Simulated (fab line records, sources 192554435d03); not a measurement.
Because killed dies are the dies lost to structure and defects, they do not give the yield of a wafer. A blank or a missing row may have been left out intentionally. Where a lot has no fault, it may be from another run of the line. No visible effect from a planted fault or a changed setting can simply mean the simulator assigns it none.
Matching of chambers ; flow n5 finfet ; 3 sister chambers for N5_BEOL_M13_DEP_53 on pecvd-03
The step deposits SiCN from 3MS/NH3, target thk 50 nm, time 17.8 s. 6 wafers are shown with their chamber, then 6 later ones without.

## WAFERS WITH THEIR CHAMBER
wafer;chamber;showerhead plenum p Torr (Torr);throttle valve pct (%)
L449.4;1;4.173;19.0
L451.6;1;4.181;19.3
L452.1;0;4.181;17.4
L452.6;2;4.125;18.4
L460.3;2;4.109;18.3
L460.6;0;4.208;17.4

## WAFERS WITHOUT THEIR CHAMBER
wafer;showerhead plenum p Torr (Torr);throttle valve pct (%)
L464.1;4.198;17.5
L464.3;4.198;17.4
L464.4;4.118;18.4
L467.1;4.191;19.2
L467.2;4.192;17.4
L467.3;4.125;18.5

## CHAMBER TAKEN BY EACH
wafer;from the rows above;in truth
L464.1;0;0
L464.3;0;0
L464.4;2;2
L467.1;1;1
L467.2;0;0
L467.3;2;2
6 of 6 placed correctly. Number that these rows cannot place: 0. Wrongly placed: 0.
How it was worked out, from the rows above alone: a wafer's distance from a chamber is the root of the sum, over the readings, of the square of ((its reading less the chamber's mean) divided by the reading's scatter). If the next closest chamber is less than 2 further off than the closest, the wafer can't be placed; otherwise it belongs to the closest. Each chamber's mean is taken over the wafers shown for it. How the scatter is found: for the shown wafers, subtract from each reading the mean of its chamber, square and add these, divide the total by (wafers less chambers), then take the root.
